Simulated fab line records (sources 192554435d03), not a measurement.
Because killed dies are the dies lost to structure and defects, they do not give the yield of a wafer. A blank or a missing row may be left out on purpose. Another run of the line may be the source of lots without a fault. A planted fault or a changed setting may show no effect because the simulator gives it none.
Split-lot trial | flow n5 finfet | route with 1938 steps; 7 lots, 39 wafers read

== THE SPLIT ITSELF ==
At N5_BEOL_M3_TRENCH_ETCH_37 (etches SiOC in C4F6/O2, target depth 55.555 nm, time 29.2 s), the setting time s was moved away from the recipe's 29.2 s on 12 of the 39 wafers read, by -57.5% to +31.9%. All remaining wafers had this setting at the recipe value.

== FROM THE SPLIT TO THE READING: what the file shows between them, 2 steps ==
- N5_BEOL_M3_ETCH_41: etches SiCN in CH3F/O2, target depth 29.9 nm, time 52.5 s
- N5_BEOL_M3_STRIP_97: strips in N2/H2, time 10 s

== THE READING ==
trench depth nm, in nm, at N5_BEOL_M3_OCD_MEAS_38. A value of 55.1 nm with a standard deviation of 1.3 nm is what fault-free wafers of this fab line usually give.

wafer  | tool, chamber at the split | time s as run, s | against the recipe | trench depth nm, nm | against lot-mates on the recipe
L075.1 | rie diel-03, 0             | 12.42            | -57.5%             | 24.5                | -32.6
L075.2 | rie diel-03, 1             | 29.2             | recipe             | 58.2                | -
L075.3 | rie diel-03, 3             | 12.42            | -57.5%             | 22.6                | -34.5
L075.4 | rie diel-03, 0             | 12.42            | -57.5%             | 24.4                | -32.7
L075.5 | rie diel-03, 3             | 29.2             | recipe             | 54.6                | -
L075.6 | rie diel-03, 1             | 29.2             | recipe             | 58.6                | -
L077.1 | rie diel-02, 1             | 29.2             | recipe             | 56.7                | -
L077.2 | rie diel-02, 3             | 29.2             | recipe             | 54.8                | -
L077.3 | rie diel-02, 2             | 29.2             | recipe             | 54.0                | -
L077.4 | rie diel-02, 0             | 29.2             | recipe             | 54.5                | -
L077.5 | rie diel-02, 0             | 29.2             | recipe             | 53.8                | -
L077.6 | rie diel-02, 1             | 29.2             | recipe             | 56.1                | -
L078.3 | rie diel-05, 2             | 29.2             | recipe             | 54.7                | -
L078.4 | rie diel-05, 3             | 29.2             | recipe             | 54.1                | -
L078.6 | rie diel-05, 1             | 29.2             | recipe             | 54.9                | -
L079.1 | rie diel-03, 1             | 29.2             | recipe             | 59.2                | -
L079.2 | rie diel-03, 2             | 34.9             | +19.5%             | 66.4                | +8.5
L079.3 | rie diel-03, 3             | 34.9             | +19.5%             | 64.7                | +6.8
L079.4 | rie diel-03, 0             | 29.2             | recipe             | 57.7                | -
L079.5 | rie diel-03, 3             | 34.9             | +19.5%             | 65.4                | +7.5
L079.6 | rie diel-03, 2             | 29.2             | recipe             | 56.7                | -
L084.1 | rie diel-02, 1             | 29.2             | recipe             | 55.9                | -
L084.2 | rie diel-02, 0             | 29.2             | recipe             | 54.0                | -
L084.3 | rie diel-02, 3             | 29.2             | recipe             | 55.5                | -
L084.4 | rie diel-02, 3             | 29.2             | recipe             | 53.4                | -
L084.5 | rie diel-02, 1             | 29.2             | recipe             | 55.1                | -
L084.6 | rie diel-02, 0             | 29.2             | recipe             | 54.2                | -
L092.1 | rie diel-02, 2             | 29.2             | recipe             | 54.3                | -
L092.2 | rie diel-02, 1             | 29.2             | recipe             | 55.2                | -
L092.3 | rie diel-02, 3             | 16.92            | -42.1%             | 31.3                | -23.3
L092.4 | rie diel-02, 1             | 16.92            | -42.1%             | 31.5                | -23.1
L092.5 | rie diel-02, 3             | 16.92            | -42.1%             | 31.6                | -23.0
L092.6 | rie diel-02, 2             | 29.2             | recipe             | 54.3                | -
L097.1 | rie diel-02, 0             | 38.52            | +31.9%             | 73.3                | +18.9
L097.2 | rie diel-02, 1             | 38.52            | +31.9%             | 72.2                | +17.8
L097.3 | rie diel-02, 2             | 29.2             | recipe             | 53.7                | -
L097.4 | rie diel-02, 0             | 29.2             | recipe             | 55.6                | -
L097.5 | rie diel-02, 2             | 29.2             | recipe             | 53.8                | -
L097.6 | rie diel-02, 1             | 38.52            | +31.9%             | 71.8                | +17.4

THE FIT
A straight line over all 39 wafers: trench depth nm changes by +0.549 nm for each +1% of time s; r = +0.99; the points scatter about the line by 1.4 nm.
The same after taking each lot's own level away (the mean of its wafers on the recipe; 39 wafers): +0.556 nm for each +1%; r = +0.99; scatter 1.3 nm.
Per that fit: largest time s move, reading shift of 32 nm.
Across the lots, their own levels run from 54.37 to 57.87 nm, a range of 2.7 times the standard deviation given above.
So the lot-to-lot level changes the slope little: the two slopes agree.
Check: for one of the wafers moved furthest among these (-57.5%), held out of the fit, the line's prediction against its lot-mates is -32.2 nm. Against them it came out at -32.6 nm.

== THE WHOLE CHAIN: every reading that the file lists as answering this split, in the file's order ==
step                      | what it does                                                | reading                                                                   | change (the file's fit)               | r (the file's)
N5_BEOL_M3_TRENCH_ETCH_37 | etches SiOC in C4F6/O2, target depth 55.555 nm, time 29.2 s | BEOL_M3.feature depth nm (the simulator's own value, which no gauge read) | +0.555 nm for each +1% of the setting | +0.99
N5_BEOL_M3_TRENCH_ETCH_37 | etches SiOC in C4F6/O2, target depth 55.555 nm, time 29.2 s | etch.depth nm (the simulator's own value, which no gauge read)            | +0.554 nm for each +1% of the setting | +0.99
N5_BEOL_M3_OCD_MEAS_38    |                                                             | trench depth nm                                                           | +0.559 nm for each +1% of the setting | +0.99

== FILE'S OWN FIT ==
trench depth nm changes by +0.559 nm for each +1% of time s, r = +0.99.
